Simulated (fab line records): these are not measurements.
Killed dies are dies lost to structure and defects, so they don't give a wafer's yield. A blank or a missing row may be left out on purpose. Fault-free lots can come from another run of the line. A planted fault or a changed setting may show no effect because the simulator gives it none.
Struck lot and sound lot, side by side / flow nandHarc / 15 out of 1159 route steps
Sound: these wafers, L575.2, L575.3, L575.5. Wafers L561.2, L561.3, L561.6 were the ones struck. At the end, the cause is stated.
At each step with rows: each side's tool, then ch and its chambers, then its first start. Under that, the readings that differ: sound wafers / struck wafers / difference of the means / sigmas: that difference in standard deviations of wafers without a fault.
alike: readings with means less than 2 such deviations apart, plus words and numbers identical on both sides. not compared: withheld readings, readings lacking a value on some wafer, bounds such as >300 that could conceal the same value, and numbers that have no deviation in the record and whose values overlap.
A row with sigmas, a row that says differs or no value, or rows on one side alone: a step with any of these is where the two part. Numbers that don't overlap but have no deviation are shown without sigmas and don't part them. A reading missing from all wafers of one side parts the sides only when that side holds two or more wafers.

first, 8 steps without rows for these wafers: NHARC_A_BONDPAD_HMDS_02 (time 30 s); NHARC_A_BONDPAD_COAT_33 (time 65 s); NHARC_A_BONDPAD_COAT_03 (resist thk 600 nm); NHARC_A_BONDPAD_SOFTBAKE_04 (time 70 s); NHARC_A_BONDPAD_EBR_05; NHARC_A_BONDPAD_EXPOSE_06 (exposes mask A BPAD); NHARC_A_BONDPAD_PEB_07 (peb time 80 s); NHARC_A_BONDPAD_DEVELOP_08 (time 50 s).
NHARC_A_BONDPAD_CD_MEAS_09: target cd 500 nm.
  sound on cdSem-01 ch 0, day 23 04:27; struck on cdSem-03 ch 0, day 20 04:19
  alike: cdNm
NHARC_A_BONDPAD_OVL_MEAS_35:
  sound: overlay-01 at day 23 04:32; struck: overlay-02 at day 20 04:24
  alike: overlayXNm, overlayYNm
then, 1 step without rows for these wafers: NHARC_A_BONDPAD_HARDBAKE_10 (time 65 s).
NHARC_A_BONDPAD_DESCUM_11: chemistry O2, time 3 s.
  sound on rieDiel-04 ch 0,1,3, day 23 04:40; struck on rieDiel-04 ch 0,1,3, day 20 04:32
  alike: chamberPressureMTorr, drypumpMotorCurrentA, oesProductAu, rfVppV, showerheadPlenumPTorr, throttleValvePct
  not compared: rfHoursCounterH
NHARC_A_BONDPAD_ETCH_34: etches the open film in N2/H2, target depth 60 nm, overetch 18 nm, time 65.91 s.
  sound on rieDiel-04 ch 0,1, day 23 04:46; struck on rieDiel-04 ch 0,1,2, day 20 04:36
reading=chamberPressureMTorr (mTorr); sound=29.979 29.999 29.940; struck=30.034 30.045 30.059; difference=+0.073; sigmas=+3
reading=rfFwdPowerW (W); sound=399.5 394.8 395.6; struck=- - -; difference=no value on the struck wafers; sigmas=
reading=runLengthS (s); sound=87.0 87.8 87.4; struck=67.3 67.0 68.2; difference=-19.9; sigmas=-41
  alike: drypumpMotorCurrentA, oesProductAu, rfVppV, showerheadPlenumPTorr, throttleValvePct
  not compared: rfHoursCounterH
NHARC_A_BONDPAD_ETCH_12: etches the open film in CHF3/O2, target depth 220 nm, time 110 s.
  sound on rieDiel-04 ch 0,1,3; struck on rieDiel-04 ch 0,2
  alike: chamberPressureMTorr, drypumpMotorCurrentA, oesProductAu, rfFwdPowerW, rfVppV, runLengthS, showerheadPlenumPTorr, throttleValvePct
  not compared: rfHoursCounterH
NHARC_END_SORT_01:
  sound on prober-01 ch 0, day 24 13:19; struck on prober-01 ch 0, day 21 07:58
reading=defectLimitedYield (%); sound=96.5 96.3 97.3; struck=93.4 93.8 90.7; difference=-4.1; sigmas=-2
reading=killedDies; sound=24 25 18; struck=45 42 63; difference=+28; sigmas=+2
reading=sort_bin_2_pct (%); sound=1.0 1.0 1.0; struck=1.3 1.5 5.2; difference=+1.7; sigmas=+2
reading=sort_bin_4_pct (%); sound=2.5 2.4 1.0; struck=4.6 4.7 3.5; difference=+2.3; sigmas=+2
reading=sortNPass; sound=653 652 659; struck=632 635 614; difference=-28; sigmas=-2
reading=sortYieldPct (%); sound=96.5 96.3 97.3; struck=93.4 93.8 90.7; difference=-4.1; sigmas=-2
  alike: killedAtArray, killedAtOther, killedAtPeriphery, killedOpen, killedShort, sort_bin_3_pct, sortRimYieldPct

## WHERE THEY PART
Earliest at NHARC_A_BONDPAD_ETCH_34; latest, in this record, at NHARC_END_SORT_01.

WHY: the cause the simulator had injected
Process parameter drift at NHARC_A_BONDPAD_ETCH_34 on rieDiel-04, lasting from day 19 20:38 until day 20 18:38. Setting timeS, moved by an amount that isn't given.
